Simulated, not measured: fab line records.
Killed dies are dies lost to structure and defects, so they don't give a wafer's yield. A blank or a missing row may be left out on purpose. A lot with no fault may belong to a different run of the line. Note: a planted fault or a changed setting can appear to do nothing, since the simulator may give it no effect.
Which of the tools did it? || flow nand-harc || 14 lots, 42 wafers sampled, at 4 steps of a route of 1159

== WHAT THE GAUGES READ, wafer by wafer ==
Not one reading of a measure or inspect step in the record can be checked against a usual standard deviation.

== WHAT TOOL EACH LOT RAN ON (gives the tool, then ch and the chambers of the sampled wafers, and finally the start) ==
{"lot": "L924", "NHARC_A_CONTACT_ETCH_130": "har-cap-etch-03 ch 0,1, day 17 05:41", "NHARC_A_CONTACT_ETCH_132": "har-cap-etch-03 ch 0,1, day 17 05:58", "NHARC_A_CONTACT_EXPOSE_05": "arfi-scanner-03 ch 0, day 17 10:40", "NHARC_A_CONTACT_DESCUM_13": "rie-diel-10 ch 0,1, day 17 11:00"}
{"lot": "L921", "NHARC_A_CONTACT_ETCH_130": "har-cap-etch-02 ch 0,1, day 17 14:07", "NHARC_A_CONTACT_ETCH_132": "har-cap-etch-02 ch 0,1, day 17 14:24", "NHARC_A_CONTACT_EXPOSE_05": "arfi-scanner-02 ch 0, day 17 18:30", "NHARC_A_CONTACT_DESCUM_13": "rie-diel-06 ch 1,2,3, day 17 18:50"}
{"lot": "L926", "NHARC_A_CONTACT_ETCH_130": "har-cap-etch-01 ch 0,1, day 17 22:40", "NHARC_A_CONTACT_ETCH_132": "har-cap-etch-01 ch 0,1, day 17 22:56", "NHARC_A_CONTACT_EXPOSE_05": "arfi-scanner-02 ch 0, day 18 02:38", "NHARC_A_CONTACT_DESCUM_13": "rie-diel-03 ch 0,2,3, day 18 02:58"}
{"lot": "L929", "NHARC_A_CONTACT_ETCH_130": "har-cap-etch-03 ch 0,1, day 19 10:00", "NHARC_A_CONTACT_ETCH_132": "har-cap-etch-03 ch 0,1, day 19 10:17", "NHARC_A_CONTACT_EXPOSE_05": "arfi-scanner-02, day 19 17:04", "NHARC_A_CONTACT_DESCUM_13": "rie-diel-10 ch 0,3, day 19 17:25"}
{"lot": "L932", "NHARC_A_CONTACT_ETCH_130": "har-cap-etch-02 ch 0,1, day 19 14:32", "NHARC_A_CONTACT_ETCH_132": "har-cap-etch-02 ch 0,1, day 19 14:50", "NHARC_A_CONTACT_EXPOSE_05": "arfi-scanner-02, day 19 19:17", "NHARC_A_CONTACT_DESCUM_13": "rie-diel-06 ch 1,2,3, day 19 19:38"}
{"lot": "L934", "NHARC_A_CONTACT_ETCH_130": "har-cap-etch-02 ch 0,1, day 20 01:28", "NHARC_A_CONTACT_ETCH_132": "har-cap-etch-02 ch 0,1, day 20 01:45", "NHARC_A_CONTACT_EXPOSE_05": "arfi-scanner-01 ch 0, day 20 08:01", "NHARC_A_CONTACT_DESCUM_13": "rie-diel-06 ch 0,1, day 20 08:21"}
{"lot": "L937", "NHARC_A_CONTACT_ETCH_130": "har-cap-etch-02 ch 0,1, day 21 00:10", "NHARC_A_CONTACT_ETCH_132": "har-cap-etch-02 ch 0,1, day 21 00:28", "NHARC_A_CONTACT_EXPOSE_05": "arfi-scanner-01 ch 0, day 21 04:50", "NHARC_A_CONTACT_DESCUM_13": "rie-diel-03 ch 0,2, day 21 05:10"}
{"lot": "L939", "NHARC_A_CONTACT_ETCH_130": "har-cap-etch-03 ch 0,1, day 21 04:44", "NHARC_A_CONTACT_ETCH_132": "har-cap-etch-03 ch 0,1, day 21 05:02", "NHARC_A_CONTACT_EXPOSE_05": "arfi-scanner-03 ch 0, day 21 10:52", "NHARC_A_CONTACT_DESCUM_13": "rie-diel-06 ch 0,1, day 21 11:11"}
{"lot": "L938", "NHARC_A_CONTACT_ETCH_130": "har-cap-etch-02 ch 0,1, day 21 05:24", "NHARC_A_CONTACT_ETCH_132": "har-cap-etch-02 ch 0,1, day 21 05:41", "NHARC_A_CONTACT_EXPOSE_05": "arfi-scanner-02 ch 0, day 21 11:07", "NHARC_A_CONTACT_DESCUM_13": "rie-diel-10 ch 0,1,3, day 21 11:26"}
{"lot": "L940", "NHARC_A_CONTACT_ETCH_130": "har-cap-etch-01 ch 0,1, day 21 12:17", "NHARC_A_CONTACT_ETCH_132": "har-cap-etch-01 ch 0,1, day 21 12:34", "NHARC_A_CONTACT_EXPOSE_05": "arfi-scanner-01 ch 0, day 21 19:05", "NHARC_A_CONTACT_DESCUM_13": "rie-diel-03 ch 0,1,2, day 21 19:25"}
{"lot": "L943", "NHARC_A_CONTACT_ETCH_130": "har-cap-etch-02 ch 0,1, day 22 02:04", "NHARC_A_CONTACT_ETCH_132": "har-cap-etch-02 ch 0,1, day 22 02:26", "NHARC_A_CONTACT_EXPOSE_05": "arfi-scanner-02 ch 0, day 22 08:28", "NHARC_A_CONTACT_DESCUM_13": "rie-diel-10 ch 0,2,3, day 22 08:47"}
{"lot": "L942", "NHARC_A_CONTACT_ETCH_130": "har-cap-etch-03 ch 0,1, day 22 06:15", "NHARC_A_CONTACT_ETCH_132": "har-cap-etch-03 ch 0,1, day 22 06:32", "NHARC_A_CONTACT_EXPOSE_05": "arfi-scanner-01 ch 0, day 22 10:23", "NHARC_A_CONTACT_DESCUM_13": "rie-diel-03 ch 2,3, day 22 10:43"}
{"lot": "L941", "NHARC_A_CONTACT_ETCH_130": "har-cap-etch-01 ch 0,1, day 22 07:08", "NHARC_A_CONTACT_ETCH_132": "har-cap-etch-01 ch 0,1, day 22 07:25", "NHARC_A_CONTACT_EXPOSE_05": "arfi-scanner-01 ch 0, day 22 11:25", "NHARC_A_CONTACT_DESCUM_13": "rie-diel-03 ch 0,2,3, day 22 11:44"}
{"lot": "L944", "NHARC_A_CONTACT_ETCH_130": "har-cap-etch-03 ch 0,1, day 22 16:03", "NHARC_A_CONTACT_ETCH_132": "har-cap-etch-03 ch 0,1, day 22 16:20", "NHARC_A_CONTACT_EXPOSE_05": "arfi-scanner-02 ch 0, day 22 21:55", "NHARC_A_CONTACT_DESCUM_13": "rie-diel-03 ch 2,3, day 22 22:23"}
- NHARC_A_CONTACT_ETCH_130: etches the open film in C4F8/O2/Ar, time 155 s, target depth 956 nm.
- NHARC_A_CONTACT_ETCH_132: etches the open film in C4F8/O2/Ar, time 156 s, target depth 958 nm.
- NHARC_A_CONTACT_EXPOSE_05: exposes mask A CC.
- NHARC_A_CONTACT_DESCUM_13: chemistry O2, time 3 s.

== WHAT THE TOOLS THEMSELVES READ (means of the sampled wafers that have a number; where no wafer has one, the mark that the record gives instead) ==
NHARC_A_CONTACT_EXPOSE_05. Usual: exposure-dose-mJ-cm2 84.24, standard deviation 0.079; focus-offset-nm 0.1 nm, standard deviation 0.54.
{"lot": "L924", "tool": "arfi-scanner-03", "exposure-dose-mJ-cm2": 84.18, "focus-offset-nm (nm)": -0.1, "flag": ""}
{"lot": "L921", "tool": "arfi-scanner-02", "exposure-dose-mJ-cm2": 84.23, "focus-offset-nm (nm)": 0.9, "flag": ""}
{"lot": "L926", "tool": "arfi-scanner-02", "exposure-dose-mJ-cm2": 84.20, "focus-offset-nm (nm)": -0.1, "flag": ""}
{"lot": "L929", "tool": "arfi-scanner-02", "exposure-dose-mJ-cm2": "-", "focus-offset-nm (nm)": "-", "flag": "OFF"}
{"lot": "L932", "tool": "arfi-scanner-02", "exposure-dose-mJ-cm2": "-", "focus-offset-nm (nm)": "-", "flag": "OFF"}
{"lot": "L934", "tool": "arfi-scanner-01", "exposure-dose-mJ-cm2": 84.33, "focus-offset-nm (nm)": -0.3, "flag": ""}
{"lot": "L937", "tool": "arfi-scanner-01", "exposure-dose-mJ-cm2": 84.28, "focus-offset-nm (nm)": 0.9, "flag": ""}
{"lot": "L939", "tool": "arfi-scanner-03", "exposure-dose-mJ-cm2": 84.34, "focus-offset-nm (nm)": -0.2, "flag": ""}
{"lot": "L938", "tool": "arfi-scanner-02", "exposure-dose-mJ-cm2": 84.29, "focus-offset-nm (nm)": 0.1, "flag": ""}
{"lot": "L940", "tool": "arfi-scanner-01", "exposure-dose-mJ-cm2": 84.26, "focus-offset-nm (nm)": 0.2, "flag": ""}
{"lot": "L943", "tool": "arfi-scanner-02", "exposure-dose-mJ-cm2": 84.18, "focus-offset-nm (nm)": 0.3, "flag": ""}
{"lot": "L942", "tool": "arfi-scanner-01", "exposure-dose-mJ-cm2": 84.23, "focus-offset-nm (nm)": -0.4, "flag": ""}
{"lot": "L941", "tool": "arfi-scanner-01", "exposure-dose-mJ-cm2": 84.26, "focus-offset-nm (nm)": -0.4, "flag": ""}
{"lot": "L944", "tool": "arfi-scanner-02", "exposure-dose-mJ-cm2": 84.32, "focus-offset-nm (nm)": -0.1, "flag": ""}

NHARC_A_CONTACT_DESCUM_13. Usual: drypump-motor-current-A 5.8 A, standard deviation 0.45; oes-product-au 1.002 a.u., standard deviation 0.011; rf-vpp-V 57.7 V, standard deviation 0.87; showerhead-plenum-p-Torr 1.91 Torr, standard deviation 0.067; throttle-valve-pct 11.312 %, standard deviation 0.0076.
{"lot": "L924", "tool": "rie-diel-10", "drypump-motor-current-A (A)": 5.8, "oes-product-au (a.u.)": 1.024, "rf-vpp-V (V)": 57.1, "showerhead-plenum-p-Torr (Torr)": 1.92, "throttle-valve-pct (%)": 11.310, "flag": ""}
{"lot": "L921", "tool": "rie-diel-06", "drypump-motor-current-A (A)": 5.7, "oes-product-au (a.u.)": 0.998, "rf-vpp-V (V)": 58.3, "showerhead-plenum-p-Torr (Torr)": 1.89, "throttle-valve-pct (%)": 11.314, "flag": ""}
{"lot": "L926", "tool": "rie-diel-03", "drypump-motor-current-A (A)": 5.9, "oes-product-au (a.u.)": 1.000, "rf-vpp-V (V)": 57.8, "showerhead-plenum-p-Torr (Torr)": 1.94, "throttle-valve-pct (%)": 11.311, "flag": ""}
{"lot": "L929", "tool": "rie-diel-10", "drypump-motor-current-A (A)": 5.3, "oes-product-au (a.u.)": 0.993, "rf-vpp-V (V)": 58.2, "showerhead-plenum-p-Torr (Torr)": 1.86, "throttle-valve-pct (%)": 11.308, "flag": ""}
{"lot": "L932", "tool": "rie-diel-06", "drypump-motor-current-A (A)": 5.7, "oes-product-au (a.u.)": 1.000, "rf-vpp-V (V)": 58.1, "showerhead-plenum-p-Torr (Torr)": 1.89, "throttle-valve-pct (%)": 11.306, "flag": ""}
{"lot": "L934", "tool": "rie-diel-06", "drypump-motor-current-A (A)": 6.0, "oes-product-au (a.u.)": 1.007, "rf-vpp-V (V)": 57.8, "showerhead-plenum-p-Torr (Torr)": 1.92, "throttle-valve-pct (%)": 11.318, "flag": ""}
{"lot": "L937", "tool": "rie-diel-03", "drypump-motor-current-A (A)": 6.2, "oes-product-au (a.u.)": 1.002, "rf-vpp-V (V)": 57.6, "showerhead-plenum-p-Torr (Torr)": 1.92, "throttle-valve-pct (%)": 11.318, "flag": ""}
{"lot": "L939", "tool": "rie-diel-06", "drypump-motor-current-A (A)": 6.0, "oes-product-au (a.u.)": 1.001, "rf-vpp-V (V)": 57.7, "showerhead-plenum-p-Torr (Torr)": 1.91, "throttle-valve-pct (%)": 11.320, "flag": ""}
{"lot": "L938", "tool": "rie-diel-10", "drypump-motor-current-A (A)": 5.8, "oes-product-au (a.u.)": 1.005, "rf-vpp-V (V)": 57.0, "showerhead-plenum-p-Torr (Torr)": 1.87, "throttle-valve-pct (%)": 11.306, "flag": ""}
{"lot": "L940", "tool": "rie-diel-03", "drypump-motor-current-A (A)": 5.9, "oes-product-au (a.u.)": 1.001, "rf-vpp-V (V)": 58.3, "showerhead-plenum-p-Torr (Torr)": 1.90, "throttle-valve-pct (%)": 11.310, "flag": ""}
{"lot": "L943", "tool": "rie-diel-10", "drypump-motor-current-A (A)": 5.6, "oes-product-au (a.u.)": 1.005, "rf-vpp-V (V)": 58.3, "showerhead-plenum-p-Torr (Torr)": 1.90, "throttle-valve-pct (%)": 11.315, "flag": ""}
{"lot": "L942", "tool": "rie-diel-03", "drypump-motor-current-A (A)": 5.7, "oes-product-au (a.u.)": 1.001, "rf-vpp-V (V)": 57.8, "showerhead-plenum-p-Torr (Torr)": 1.96, "throttle-valve-pct (%)": 11.305, "flag": ""}
{"lot": "L941", "tool": "rie-diel-03", "drypump-motor-current-A (A)": 5.9, "oes-product-au (a.u.)": 1.006, "rf-vpp-V (V)": 57.8, "showerhead-plenum-p-Torr (Torr)": 1.94, "throttle-valve-pct (%)": 11.309, "flag": ""}
{"lot": "L944", "tool": "rie-diel-03", "drypump-motor-current-A (A)": 5.6, "oes-product-au (a.u.)": 0.998, "rf-vpp-V (V)": 58.8, "showerhead-plenum-p-Torr (Torr)": 1.99, "throttle-valve-pct (%)": 11.309, "flag": ""}

== THE ANSWER, worked out from the rows above alone ==
Rule: lot off if the mean of its wafers having a number is beyond 3 standard deviations from the usual mean. A lot without any number at a reading at which 4 lots or more have one is off too. All remaining lots with rows at the step are treated as sound. First the gauges in route order, then the tools' own readings, where a lot's mean is used as printed above. The first step at which some lot is off is used, and at that step the reading that is off furthest; a lot without a number counts as furthest.
Off, at NHARC_A_CONTACT_EXPOSE_05 on exposure-dose-mJ-cm2: L929, L932. Without a number there: L929, L932.
If a tool, at that step or one of the process steps before it, ran each lot that is off and ran no sound lot following the first of them, it fits. No candidate that was tried fits.

== WHAT THE SIMULATOR HAD PUT IN ==
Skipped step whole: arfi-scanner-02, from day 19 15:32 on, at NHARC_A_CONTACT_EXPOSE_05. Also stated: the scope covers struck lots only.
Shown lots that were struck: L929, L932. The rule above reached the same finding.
